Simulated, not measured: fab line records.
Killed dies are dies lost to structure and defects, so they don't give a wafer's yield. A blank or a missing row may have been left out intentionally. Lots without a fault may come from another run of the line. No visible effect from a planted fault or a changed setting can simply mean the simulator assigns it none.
fab line records	flow nandHarc
record: lots: 6	wafers: 18	lastDay: 33
route steps=1302 shown A_CONTACT@1016 END@1302
lots that met no fault: taken from a fault-free run of the same line
startH: start of the lot's first displayed wafer, in hours after the record's first day	waitH: hours elapsed since this lot's preceding step	" as in the row above	L1.1+2: a row that stands for several wafers	- no value, or no start was given	* or withheld: withheld	< > ~ a bound
route shown NAME@n: names a module that has steps shown in the file, with the first one's number in the route	usual: mean/standard deviation of fault-free wafers	same: alike in all rows	chamber/n: place in a boat	sites: per-site readings	_std_site: their standard deviation	_edge_site: the outer-site mean with the inner-site mean subtracted	radiusMm: for every site, how far away it sits from the centre of the wafer	mask NAME#n: copy n	behind: the most recent tool/chamber to have shaped the wafer	hold: cause of the lot's hold/its duration in hours/its outcome	device: which transistor (n, p or np) failed to switch	end of line: tests of these same wafers at the route's end	a step without rows: its recipe alone	killed: not the wafer's yield, but the dies lost to structure and defects at the first sort	map: dies across one wafer; x = killed, . = not, _ = none there
set.NAME: the setting the step ran with; set.NAME@STEP: the setting that earlier step ran with	model.NAME: the simulator's own value behind a step, which no gauge read
lots at selected steps of the route; one table per step, one row per wafer
services: when a tool's chamber went out of use (startH, in hours from the record's first day, below 0 if earlier), for how many hours, and the reason
== steps ==
step: NHARC_A_CONTACT_ETCH_122
recipe: sourceW: withheld	pressureMtorr: 20	biasV: 3000	timeS: 190	targetDepthA: 18500	arFlowSccm: withheld	c4f8FlowSccm: withheld	o2FlowSccm: withheld	chemistry: C4F8/O2/Ar
usual: chamberPressureMTorr: 20.001/0.018
lot.wafer	tool	chamber	startH	waitH	chamberPressureMTorr	rfHoursCounterH
L692.1	harCapEtch-01	0	499.57	0.1	20.003	134
L692.4	"	1	"	"	19.966	-
L692.6	"	0	"	"	19.983	-
L695.4	harCapEtch-02	0	504.00	0.1	19.988	-
L695.3	"	1	"	"	19.996	-
L695.6	"	1	"	"	19.964	-
L703.1	harCapEtch-02	1	593.20	0.1	19.967	98
L703.2	"	0	"	"	19.971	98
L703.6	"	0	"	"	19.986	-
L710.4	harCapEtch-01	1	670.26	0.1	20.036	-
L710.5	"	1	"	"	20.004	-
L710.6	"	0	"	"	19.982	-
L714.2	harCapEtch-01	1	712.67	0.2	19.996	35
L714.4	"	1	"	"	20.011	-
L714.3	"	0	"	"	19.993	-
L715.2	harCapEtch-02	1	728.99	0.1	20.032	122
L715.5	"	1	"	"	19.985	-
L715.6	"	0	"	"	20.005	-
step: NHARC_A_CONTACT_ETCH_123
recipe: sourceW: withheld	pressureMtorr: 20	biasV: 400	timeS: 490	targetDepthA: 21100	arFlowSccm: withheld	c4f8FlowSccm: 11.5	o2FlowSccm: 7.2	chemistry: C4F8/O2/Ar
step: NHARC_A_CONTACT_ETCH_90
recipe: targetDepthA: 400	overEtchFrac: 0.5	timeS: 85.7	ionEnergyEv: 120	ch3fFlowSccm: 50	o2FlowSccm: 30	arFlowSccm: 200	rfW: 500	biasW: 100	chemistry: CH3F/O2
step: NHARC_A_CONTACT_ETCH_96
recipe: targetDepthA: 200	overEtchFrac: 0.5	timeS: 10	ionEnergyEv: 250	c4f6FlowSccm: 25	o2FlowSccm: 20	arFlowSccm: 500	rfW: 600	biasW: 500	chemistry: C4F6/O2
usual: chamberPressureMTorr: 29.998/0.028	drypumpMotorCurrentA: 5.7/0.39	oesProductAu: 0.975/0.028	rfVppV: 548.4/2.8	showerheadPlenumPTorr: 4.00/0.13	throttleValvePct: 26.903/0.0088
same: overEtchFrac: 0.5
lot.wafer	tool	chamber	startH	waitH	chamberPressureMTorr	drypumpMotorCurrentA	oesProductAu	rfHoursCounterH	rfVppV	showerheadPlenumPTorr	throttleValvePct
L692.1	rieDiel-06	1	-	-	29.950	6.2	0.941	1	545.4	3.85	26.897
L692.4	"	2	"	"	29.985	5.0	0.931	2	545.0	3.90	26.892
L692.6	"	3	"	"	30.060	6.0	0.948	-	545.4	3.88	26.903
L695.3	rieDiel-04	2	-	-	29.955	5.2	0.982	24	549.7	4.06	26.912
L695.4	"	3	"	"	30.009	5.3	0.965	22	548.9	3.99	26.911
L695.6	"	3	"	"	29.976	5.3	0.965	-	548.9	3.99	26.905
L703.1	rieDiel-04	3	-	-	29.974	5.3	1.006	9	548.1	3.99	26.888
L703.2	"	0	"	"	29.979	5.5	0.999	7	549.1	4.06	26.897
L703.6	"	2	"	"	30.032	5.2	1.017	-	549.7	4.05	26.889
L710.4	rieDiel-11	3	-	-	30.023	5.9	1.013	22	544.6	3.79	26.908
L710.5	"	1	"	"	30.020	6.1	0.997	-	552.0	4.18	26.906
L710.6	"	2	"	"	29.972	5.5	1.008	-	551.2	4.14	26.913
L714.4	rieDiel-11	2	-	-	30.049	5.5	0.948	34	550.2	4.13	26.894
L714.3	"	0	"	"	29.990	6.3	0.929	31	552.0	4.09	26.892
L714.2	"	1	"	"	30.038	6.1	0.944	28	552.0	4.17	26.908
L715.2	rieDiel-04	0	-	-	30.018	5.4	0.999	3	550.7	4.05	26.913
L715.6	"	1	"	"	29.992	5.4	1.003	-	546.3	3.89	26.912
L715.5	"	2	"	"	30.015	5.2	0.986	-	549.8	4.04	26.897
step: NHARC_A_CONTACT_CD_MEAS_53
usual: cdNm: 289.6/0.85
lot.wafer	tool	chamber	startH	waitH	cdNm
L692.1	cdSem-03	-	500.93	-	288.3
L692.4	"	-	"	"	288.5
L692.6	"	-	"	"	288.5
L695.3	cdSem-01	-	505.40	-	289.5
L695.4	"	-	"	"	289.7
L695.6	"	-	"	"	289.3
L703.1	cdSem-03	-	594.57	-	290.6
L703.2	"	-	"	"	289.5
L703.6	"	-	"	"	290.3
L710.4	cdSem-03	-	671.57	-	289.2
L710.5	"	-	"	"	290.1
L710.6	"	-	"	"	289.7
L714.2	cdSem-02	-	714.27	-	290.6
L714.3	"	-	"	"	291.0
L714.4	"	-	"	"	291.0
L715.2	cdSem-01	-	730.36	-	290.6
L715.5	"	-	"	"	290.7
L715.6	"	-	"	"	290.9
step: NHARC_A_CONTACT_STRIP_99
recipe: n2FlowSccm: 150	h2FlowSccm: 150	arFlowSccm: 0	biasW: 0	chemistry: N2/H2
step: NHARC_A_CONTACT_STRIP_100
recipe: cf4FlowSccm: 100	chf3FlowSccm: 30	arFlowSccm: 0	biasW: 0	chemistry: CF4/CHF3
step: NHARC_A_CONTACT_STRIP_101
recipe: o2FlowSccm: 400	cosFlowSccm: 20	arFlowSccm: 0	biasW: 0	chemistry: O2/COS
step: NHARC_A_CONTACT_ETCH_102
recipe: targetDepthA: 1000	overetchA: 100	timeS: 55	ionEnergyEv: 100	cf4FlowSccm: 80	o2FlowSccm: 20	arFlowSccm: 0	rfW: 300	biasW: 100	chemistry: CF4/O2
step: NHARC_A_CONTACT_STRIP_55
recipe: o2FlowSccm: 500	arFlowSccm: 0	biasW: 0	chemistry: O2
usual: chamberPressureMTorr: 60.00/0.055	drypumpMotorCurrentA: 5.6/0.4	oesProductAu: 1.000/0.01	rfVppV: 57.9/0.93	showerheadPlenumPTorr: 3.59/0.11	throttleValvePct: 17.037/0.009
lot.wafer	tool	chamber	startH	waitH	chamberPressureMTorr	drypumpMotorCurrentA	oesProductAu	rfHoursCounterH	rfVppV	showerheadPlenumPTorr	throttleValvePct
L692.1	rieDiel-06	1	-	-	60.00	6.2	1.000	1	57.5	3.46	17.043
L692.4	"	2	"	"	60.05	5.0	0.991	2	56.9	3.51	17.043
L692.6	"	2	"	"	59.92	5.1	1.002	-	58.0	3.51	17.044
L695.4	rieDiel-04	3	-	-	59.97	5.3	1.010	22	60.2	3.59	17.057
L695.3	"	1	"	"	60.01	5.4	1.007	24	59.4	3.52	17.029
L695.6	"	2	"	"	60.01	5.2	1.012	-	58.3	3.66	17.033
L703.2	rieDiel-04	1	-	-	60.08	5.4	1.004	7	57.5	3.51	17.017
L703.1	"	2	"	"	60.01	5.2	1.013	9	56.9	3.65	17.041
L703.6	"	0	"	"	59.96	5.5	1.006	-	59.6	3.66	17.034
L710.4	rieDiel-11	0	-	-	60.07	6.3	0.991	18	58.2	3.69	17.048
L710.6	"	0	"	"	60.00	6.2	0.993	-	57.6	3.69	17.027
L710.5	"	1	"	"	60.07	6.1	1.001	-	56.8	3.77	17.056
L714.4	rieDiel-11	1	-	-	59.89	6.1	1.013	28	57.8	3.76	17.042
L714.3	"	2	"	"	60.04	5.5	1.000	34	56.7	3.72	17.033
L714.2	"	3	"	"	60.06	5.9	1.006	37	58.8	3.40	17.040
L715.2	rieDiel-04	1	-	-	60.08	5.4	1.010	3	57.5	3.50	17.031
L715.6	"	0	"	"	59.98	5.5	1.004	-	57.4	3.64	17.037
L715.5	"	1	"	"	59.96	5.4	1.010	-	57.0	3.50	17.038
step: NHARC_A_CONTACT_STRIP_56
recipe: timeS: 600	tempC: 30	chemistry: postEtchResidueRemover
step: NHARC_A_CONTACT_DEP_57
recipe: targetThkA: 53000	tempC: 400	material: aC
usual: throttleValvePct: 35.000/0.0086
lot.wafer	tool	chamber	startH	waitH	throttleValvePct
L692.1	aclDep-02	0	501.90	-	35.004
L692.4	"	0	503.52	-	35.004
L692.6	"	0	504.60	-	35.006
L695.3	aclDep-01	0	510.60	-	35.006
L695.4	"	0	"	"	35.001
L695.6	"	0	512.21	-	35.009
L703.1	aclDep-03	0	598.02	-	35.005
L703.2	"	0	"	"	35.005
L703.6	"	0	600.72	-	34.995
L710.4	aclDep-01	0	677.44	-	35.014
L710.5	"	0	"	"	35.007
L710.6	"	0	"	"	34.991
L714.2	aclDep-02	0	716.89	-	34.997
L714.3	"	0	"	"	35.003
L714.4	"	0	"	"	35.008
L715.2	aclDep-03	0	731.85	-	35.007
L715.5	"	0	733.44	-	35.010
L715.6	"	0	"	"	35.001
step: NHARC_A_CONTACT_DEP_58
recipe: targetThkA: 900	targetThkNm: 90	tempC: 400	pressureTorr: 3.5	flowSccm: 200	rfW: 350	material: SiON
usual: heaterPowerW: 770/74	showerheadVppV: 1168/71
lot.wafer	tool	chamber	startH	waitH	heaterPowerW	showerheadVppV	sinceWetCleanH
L692.1	pecvd-03	1	505.22	2.8	849	1293	126
L692.4	"	2	"	"	788	1072	-
L692.6	"	1	"	"	840	1288	-
L695.3	pecvd-01	2	512.82	1.7	778	1212	8
L695.6	"	0	"	"	794	1121	-
L695.4	"	1	"	"	590	1170	-
L703.2	pecvd-03	2	601.28	2.2	897	1099	41
L703.1	"	1	"	"	796	1310	41
L703.6	"	0	"	"	712	1198	-
L710.4	pecvd-03	1	679.17	1.2	725	1301	-
L710.5	"	2	"	"	802	1078	-
L710.6	"	0	"	"	784	1203	-
L714.3	pecvd-03	0	719.58	1.6	735	1240	159
L714.2	"	1	"	"	721	1276	159
L714.4	"	2	"	"	824	1087	-
L715.2	pecvd-02	2	734.58	2.2	777	1087	132
L715.5	"	0	"	"	750	1189	-
L715.6	"	2	"	"	785	1085	-
step: NHARC_A_CONTACT_DEHYDRATE_59
recipe: tempC: 150	timeS: 120
step: NHARC_A_CONTACT_HMDS_60
recipe: timeS: 30
step: NHARC_A_CONTACT_COAT_61
recipe: tempC: 260	timeS: 75
step: NHARC_A_CONTACT_COAT_62
recipe: tempC: 225	timeS: 65
step: NHARC_A_CONTACT_COAT_63
recipe: spinRpm: 1500	resistThkNm: 90
step: NHARC_A_CONTACT_SOFTBAKE_64
recipe: tempC: 105	timeS: 55
step: NHARC_A_CONTACT_EBR_65
step: NHARC_A_CONTACT_EXPOSE_66
recipe: na: 1.35	sigmaOuter: 0.8	doseMj: 59.02	maskId: A_CC_2
step: NHARC_A_CONTACT_PEB_67
recipe: pebTempC: 100	pebTimeS: 65
step: NHARC_A_CONTACT_DEVELOP_68
recipe: developTimeS: 35	devTempC: 23
step: NHARC_A_CONTACT_CD_MEAS_69
recipe: targetCdNm: 300	landingEnergyEv: 500
usual: cdNm: 300.0/0.47
lot.wafer	tool	chamber	startH	waitH	cdNm
L692.1	cdSem-01	0	505.88	-	298.2
L692.4	"	0	"	"	299.5
L692.6	"	0	"	"	299.9
L695.3	cdSem-01	0	513.49	-	300.0
L695.4	"	0	"	"	300.0
L695.6	"	0	"	"	300.5
L703.1	cdSem-01	0	601.99	-	299.7
L703.2	"	0	"	"	301.0
L703.6	"	0	"	"	299.9
L710.4	cdSem-02	0	679.81	-	300.1
L710.5	"	0	"	"	300.5
L710.6	"	0	"	"	300.0
L714.2	cdSem-02	0	720.30	-	300.1
L714.3	"	0	"	"	299.6
L714.4	"	0	"	"	300.1
L715.2	cdSem-02	0	735.25	-	299.7
L715.5	"	0	"	"	300.1
L715.6	"	0	"	"	299.6
step: NHARC_A_CONTACT_OVL_MEAS_70
usual: overlayXNm: 0.2/0.98	overlayYNm: 0.2/0.83
lot.wafer	tool	chamber	startH	waitH	overlayXNm	overlayYNm
L692.1	overlay-01	-	505.97	-	-0.6	-1.1
L692.4	"	-	"	"	-0.1	-0.6
L692.6	"	-	"	"	-0.3	-1.0
L695.3	overlay-02	-	513.58	-	1.1	-0.8
L695.4	"	-	"	"	1.2	-0.6
L695.6	"	-	"	"	1.0	-1.0
L703.1	overlay-01	-	602.08	-	0.5	1.4
L703.2	"	-	"	"	0.9	1.4
L703.6	"	-	"	"	0.9	1.2
L710.4	overlay-01	-	679.89	-	1.5	0.7
L710.5	"	-	"	"	1.4	0.5
L710.6	"	-	"	"	1.0	0.6
L714.2	overlay-01	-	720.39	-	0.5	-0.9
L714.3	"	-	"	"	0.0	-0.6
L714.4	"	-	"	"	0.5	-0.7
L715.2	overlay-01	-	735.33	-	0.3	1.0
L715.5	"	-	"	"	0.6	1.4
L715.6	"	-	"	"	0.6	1.5
step: NHARC_A_CONTACT_INSPECT_71
usual: rawDefectCount: 83/31
lot.wafer	tool	chamber	startH	waitH	rawDefectCount
L692.1	defectInspect-02	-	506.01	0.0	96
L692.4	"	-	"	"	107
L692.6	"	-	"	"	108
L695.3	defectInspect-01	-	513.61	0.0	96
L695.4	"	-	"	"	85
L695.6	"	-	"	"	119
L703.1	defectInspect-01	-	602.12	0.0	79
L703.2	"	-	"	"	89
L703.6	"	-	"	"	80
L710.4	defectInspect-01	-	679.92	0.0	875
L710.5	"	-	"	"	56
L710.6	"	-	"	"	69
L714.2	defectInspect-01	-	720.43	0.0	929
L714.3	"	-	"	"	93
L714.4	"	-	"	"	111
L715.2	defectInspect-01	-	735.37	0.0	91
L715.5	"	-	"	"	86
L715.6	"	-	"	"	87
step: NHARC_A_CONTACT_DESCUM_74
recipe: timeS: 3	o2FlowSccm: 200	arFlowSccm: 0	biasPowerW: 0	chemistry: O2
usual: chamberPressureMTorr: 60.01/0.053	drypumpMotorCurrentA: 5.6/0.37	oesProductAu: 1.001/0.0094	rfVppV: 57.9/0.89	showerheadPlenumPTorr: 1.96/0.059	throttleValvePct: 11.310/0.0088
same: biasPowerW: 0
lot.wafer	tool	chamber	startH	waitH	chamberPressureMTorr	drypumpMotorCurrentA	oesProductAu	rfHoursCounterH	rfVppV	showerheadPlenumPTorr	throttleValvePct
L692.1	rieDiel-04	0	506.08	0.1	60.10	5.4	1.020	23	57.9	1.99	11.298
L692.4	"	1	"	"	59.94	5.4	1.007	24	58.4	1.91	11.319
L692.6	"	0	"	"	60.01	5.4	1.007	-	56.7	1.99	11.307
L695.3	rieDiel-06	1	513.69	0.1	59.99	6.2	0.982	5	57.5	1.87	11.302
L695.4	"	2	"	"	59.93	5.0	0.994	5	58.1	1.90	11.319
L695.6	"	3	"	"	60.04	6.0	0.998	-	59.3	1.89	11.303
L703.2	rieDiel-04	2	602.20	0.1	59.92	5.2	1.019	9	59.6	1.98	11.312
L703.1	"	3	"	"	60.08	5.3	1.002	10	58.2	1.95	11.313
L703.6	"	0	"	"	60.13	5.4	1.003	-	58.4	1.99	11.296
L710.4	rieDiel-11	1	680.00	0.1	60.00	6.1	0.994	21	58.3	2.05	11.315
L710.6	"	3	"	"	60.00	5.9	1.014	-	56.7	1.84	11.316
L710.5	"	0	"	"	60.03	6.3	0.994	-	57.8	2.01	11.311
L714.2	rieDiel-11	1	720.50	0.1	59.93	6.1	1.008	29	58.3	2.05	11.311
L714.4	"	2	"	"	59.95	5.5	1.006	34	58.3	2.03	11.314
L714.3	"	3	"	"	60.01	5.9	1.012	37	57.3	1.84	11.302
L715.2	rieDiel-11	3	735.43	0.1	59.95	5.9	1.006	41	57.8	1.84	11.330
L715.6	"	3	"	"	60.13	5.9	1.013	-	56.7	1.84	11.314
L715.5	"	0	"	"	60.04	6.3	0.993	-	58.6	2.00	11.315
step: NHARC_END_SORT_01
recipe: tempC: 25
usual: killedAtArray: 58/17	killedAtOther: 1.0/1.4	killedAtPeriphery: 3.6/2.4	killedDies: 62/17	killedOpen: 3.4/2	killedShort: 2.2/1.6
same: grossDies: 677
lot.wafer	tool	chamber	startH	waitH	killedAtArray	killedAtOther	killedAtPeriphery	killedDies	killedOpen	killedShort
L692.1	prober-01	0	580.62	2.5	64	2	2	68	3	6
L692.4	prober-01	0	583.04	3.4	71	4	0	75	8	1
L692.6	prober-01	0	584.65	4.0	80	6	3	89	5	3
L710.4	prober-02	0	741.52	3.4	112	0	4	116	4	0
L710.5	prober-02	0	742.32	3.7	48	1	5	54	6	3
L710.6	prober-02	0	743.12	4.0	44	2	1	47	2	3
L714.2	prober-02	0	778.15	2.8	128	0	5	133	5	5
L715.2	prober-02	0	793.09	2.8	62	2	3	67	3	2
L715.5	prober-02	0	795.51	3.7	61	0	3	64	3	2
L715.6	prober-02	0	796.32	4.0	67	0	6	73	4	6
killed by level:class
L692.1 A_CHANNEL_HOLE_D1:chamberFilmFlake=28 A_SLIT:chamberFilmFlake=18 A_CONTACT:chamberFilmFlake=4 A_CHANNEL_HOLE_D2:chamberFilmFlake=4 A_SGD_CUT:geometricParticle:short=3 A_STAIRCASE:chamberFilmFlake=2 THIN_TSV:chamberFilmFlake=2 P_M2:geometricParticle:open=1
L692.4 A_CHANNEL_HOLE_D1:chamberFilmFlake=31 A_SLIT:chamberFilmFlake=17 A_CHANNEL_HOLE_D2:chamberFilmFlake=6 THIN_TSV:chamberFilmFlake=4 A_CONTACT:chamberFilmFlake=4 A_STAIRCASE:chamberFilmFlake=3 A_CHANNEL_FILL_D2:geometricParticle:open=2 A_CHANNEL_HOLE_D2:geometricParticle:open=1
L692.6 A_SLIT:chamberFilmFlake=30 A_CHANNEL_HOLE_D1:chamberFilmFlake=26 A_CONTACT:chamberFilmFlake=9 A_CHANNEL_HOLE_D2:chamberFilmFlake=7 THIN_TSV:chamberFilmFlake=6 P_GATE:geometricParticle:open=1 P_CONTACT:geometricParticle:short=1 P_M2:geometricParticle:open=1
L710.4 A_CONTACT:unspecified=64 A_CHANNEL_HOLE_D1:chamberFilmFlake=28 A_WL_FILL:chamberFilmFlake=5 A_CONTACT:chamberFilmFlake=4 A_CHANNEL_HOLE_D2:chamberFilmFlake=3 A_DECK1_JOINT:geometricParticle:open=2 P_GATE:chamberFilmFlake=2 A_SLIT:chamberFilmFlake=2
L710.5 A_CHANNEL_HOLE_D1:chamberFilmFlake=23 A_CONTACT:chamberFilmFlake=8 A_WL_FILL:chamberFilmFlake=4 P_GATE:chamberFilmFlake=3 A_CHANNEL_HOLE_D2:chamberFilmFlake=2 P_M0:geometricParticle:open=1 A_SOURCE_PLATE:geometricParticle:short=1 A_ONON_D1:geometricParticle:open=1
L710.6 A_CHANNEL_HOLE_D1:chamberFilmFlake=30 A_SLIT:chamberFilmFlake=3 A_CHANNEL_HOLE_D1:geometricParticle:short=2 A_WL_FILL:chamberFilmFlake=2 A_CONTACT:chamberFilmFlake=2 THIN_TSV:chamberFilmFlake=2 A_CHANNEL_FILL_D2:geometricParticle:short=1 A_CHANNEL_FILL_D2:geometricParticle:open=1
L714.2 A_CONTACT:unspecified=66 A_SLIT:chamberFilmFlake=26 A_CHANNEL_HOLE_D2:chamberFilmFlake=24 P_GATE:chamberFilmFlake=3 A_ONON_D1:geometricParticle:short=2 A_M0:geometricParticle:short=2 A_STAIRCASE:chamberFilmFlake=2 P_CONTACT:geometricParticle:open=1
L715.2 A_SLIT:chamberFilmFlake=29 A_CONTACT:chamberFilmFlake=9 A_CHANNEL_HOLE_D1:chamberFilmFlake=8 P_M1:chamberFilmFlake=3 A_CHANNEL_HOLE_D2:chamberFilmFlake=3 A_STAIRCASE:chamberFilmFlake=3 A_BONDPAD:chamberFilmFlake=3 A_CHANNEL_FILL_D1:geometricParticle:open=1
L715.5 A_SLIT:chamberFilmFlake=30 A_CHANNEL_HOLE_D1:chamberFilmFlake=11 A_CONTACT:chamberFilmFlake=7 A_BONDPAD:chamberFilmFlake=3 A_M0:geometricParticle:open=2 P_GATE:chamberFilmFlake=2 A_CHANNEL_FILL_D1:chamberFilmFlake=2 A_DECK1_JOINT:chamberFilmFlake=2
L715.6 A_SLIT:chamberFilmFlake=24 A_CHANNEL_HOLE_D1:chamberFilmFlake=22 A_CONTACT:chamberFilmFlake=8 A_ONON_D2:geometricParticle:short=4 P_ZERO_WELL:chamberFilmFlake=2 P_M1:chamberFilmFlake=2 A_CHANNEL_FILL_D2:chamberFilmFlake=2 P_GATE:geometricParticle:open=1
map L710.4 (x killed, . not)
____________.____________
_________....x.._________
_______.......xxxx_______
______........xxxxx______
_____.....x...xxxxxx_____
____.xx.......xxxxxxx____
____..x......xxxxxxxx____
___x.x.......xxxxxxxxx___
___.xxx.x.....xxxxxxx.___
__..x.......xx.xxxxxx..__
__.x.xxx........xxx..x.__
_..xxxx........xxxxx...._
_.x..xx..........x.x...._
_.x.xxx...........x....._
_..xx.x......x......x..._
_.................x....._
..x...............x......
.........................
.........................
............x............
x........................
_........x.....x.x......_
_..x......x............._
_x......................_
_......................._
_x......................_
__.......x..x..........__
__.....................__
___................x..___
___..............x....___
____.................____
____.................____
_____x...........x.._____
______.............______
_______..........._______
_________......._________
____________.____________
map L714.2 (x killed, . not)
____________.____________
_________......x_________
_______......xxxxx_______
______.......x.xxxx______
_____.........xxxxxx_____
____.x.......xxxxxxxx____
____..........xxxxxxx____
___.x.........xxxxxxxx___
___.........x.xxxxxxxx___
__.......x.....xxxxxx..__
__..x..........xxxxxxx.__
_...xx.x.........x.x.x.._
_..x.xx.........x...xx.._
_xxxxxxx................_
_..xxx.xx...........x..._
_.xxxxx................._
.x.xxxx..........x.......
xxxxxxx......x...........
.xxxxx.x..........x......
...xxx...................
.xx.x....................
_......................._
_.....x................._
_x......................_
_...x.x................._
_................x.....x_
__............x...x....__
__............x........__
___...................___
___...................___
____.................____
____............x....____
_____..............._____
______.............______
_______..........._______
_________......._________
____________.____________
== services ==
tool	chamber	startH	hours	kind
rieDiel-06	-	484.33	9.0	pm
aclDep-03	-	485.48	13.0	pm
harCapEtch-01	-	500.26	17.0	pm
pecvd-03	-	503.80	1.3	repair
rieDiel-11	-	521.51	1.2	repair
rieDiel-04	-	531.90	9.0	pm
rieDiel-04	2	545.41	3.6	repair
pecvd-03	-	547.14	13.0	pm
aclDep-01	-	548.09	13.0	pm
rieDiel-06	1	570.09	5.1	repair
rieDiel-06	-	574.03	0.3	repair
harCapEtch-01	-	593.61	0.2	repair
rieDiel-06	0	599.61	6.3	repair
rieDiel-06	1	602.26	2.7	repair
rieDiel-11	-	610.04	9.0	pm
aclDep-02	-	610.95	13.0	pm
harCapEtch-02	-	616.73	1.2	repair
rieDiel-06	1	640.38	96.4	repair
rieDiel-06	-	661.33	9.0	pm
pecvd-03	-	663.14	1.8	repair
pecvd-03	-	677.23	0.5	repair
rieDiel-04	0	681.85	8.3	repair
rieDiel-04	-	708.90	9.0	pm
pecvd-03	-	728.14	13.0	pm
== key ==
firstSign: step: NHARC_A_CONTACT_INSPECT_71	reading: rawDefectCount	direction: up	sigmas: 26	usual: 83	struck: 902
effect: step: NHARC_END_SORT_01	reading: killedAtArray	direction: up	sigmas: 3.7	usual: 58	struck: 120
moreKillsBornAt: NHARC_A_CONTACT_DEP_58@pecvd-03: 130
metAt NHARC_A_CONTACT_DEP_58
struckWafers L710.4,L714.2
testerLeftOut L710,L714
onsetBetween 601.28 679.17
fault: kind: chamberParticleSource	tool: pecvd-03	chamber: 1	onsetH: 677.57	steps: NHARC_A_CONTACT_DEP_58	ratePerVisitCm2: 1.272	endH: 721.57
testerLeftOut: of these lots the tester's yield and bins aren't shown, on N5 and GAA mostly nor the transistor test; their killed dies are dies lost to structure and defects alone, not to doping, threshold or leakage, so they don't give the yield
